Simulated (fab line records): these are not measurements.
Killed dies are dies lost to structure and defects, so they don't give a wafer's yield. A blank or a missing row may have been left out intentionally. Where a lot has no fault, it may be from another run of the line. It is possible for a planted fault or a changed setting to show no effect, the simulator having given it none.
Chamber matching | flow n5Finfet | N5_HKMG_FIN_ETCH_86 on rieDiel-01 has 4 sister chambers
The step etches SOC in N2/H2, stops on TiN, target depth 393.2 nm. 20 wafers are shown with their chamber, then 10 later ones without.

WAFERS WITH THEIR CHAMBER
wafer  | chamber | drypumpMotorCurrentA (A) | throttleValvePct (%) | showerheadPlenumPTorr (Torr)
L076.4 | 2       | 5.6                      | 17.7                 | 2.39
L076.5 | 0       | 5.9                      | 18.0                 | 2.61
L076.6 | 3       | 6.2                      | 18.2                 | 2.69
L082.2 | 1       | 6.1                      | 18.0                 | 2.46
L082.3 | 3       | 6.2                      | 18.2                 | 2.68
L082.6 | 0       | 5.9                      | 18.0                 | 2.61
L085.1 | 3       | 6.3                      | 18.2                 | 2.68
L085.2 | 2       | 5.6                      | 17.3                 | 2.71
L085.4 | 3       | 6.2                      | 18.2                 | 2.68
L086.1 | 2       | 5.6                      | 17.3                 | 2.71
L086.3 | 3       | 6.2                      | 18.2                 | 2.68
L086.4 | 1       | 6.1                      | 18.0                 | 2.45
L087.3 | 3       | 6.2                      | 18.2                 | 2.68
L087.5 | 2       | 5.6                      | 17.3                 | 2.70
L087.6 | 3       | 6.2                      | 18.2                 | 2.68
L089.1 | 2       | 5.6                      | 17.3                 | 2.70
L089.4 | 3       | 6.2                      | 18.2                 | 2.68
L089.6 | 2       | 5.6                      | 17.3                 | 2.70
L090.1 | 0       | 5.9                      | 17.5                 | 2.60
L090.2 | 2       | 5.6                      | 17.3                 | 2.70

SIGNATURES, as means of the wafers listed above
reading               | chamber 0 | chamber 1 | chamber 2 | chamber 3 | scatter within a chamber
drypumpMotorCurrentA  | 5.900     | 6.100     | 5.600     | 6.213     | 0.0234
throttleValvePct      | 17.833    | 18.000    | 17.357    | 18.200    | 0.138
showerheadPlenumPTorr | 2.6067    | 2.4550    | 2.6586    | 2.6813    | 0.0727
Rule: for a wafer and a chamber, the distance is found by dividing, reading by reading, the gap between the wafer's reading and the chamber's mean by the reading's scatter, squaring, summing and taking the root. The wafer belongs to the nearest chamber; if the next one is less than 2 further off, it can't be placed. The scatter is the square root of a quotient: the sum, over the shown wafers, of each reading's squared deviation from its chamber's mean, divided by wafers minus chambers.

WAFERS WITHOUT THEIR CHAMBER
wafer  | drypumpMotorCurrentA (A) | throttleValvePct (%) | showerheadPlenumPTorr (Torr)
L090.5 | 5.9                      | 17.5                 | 2.60
L093.1 | 6.2                      | 18.3                 | 2.67
L093.4 | 5.9                      | 17.5                 | 2.60
L093.6 | 6.1                      | 18.0                 | 2.45
L094.1 | 5.9                      | 17.6                 | 2.60
L094.2 | 5.6                      | 17.3                 | 2.70
L094.3 | 6.1                      | 18.0                 | 2.45
L095.2 | 6.1                      | 18.0                 | 2.44
L095.3 | 5.6                      | 17.3                 | 2.70
L095.6 | 5.6                      | 17.3                 | 2.70

WHICH CHAMBER EACH WENT THROUGH
wafer  | from the rows above | in truth
L090.5 | 0                   | 0
L093.1 | 3                   | 3
L093.4 | 0                   | 0
L093.6 | 1                   | 1
L094.1 | 0                   | 0
L094.2 | 2                   | 2
L094.3 | 1                   | 1
L095.2 | 1                   | 1
L095.3 | 2                   | 2
L095.6 | 2                   | 2
Correctly placed: 10 of 10. Not placeable from these rows: 0. Number placed wrongly: 0.
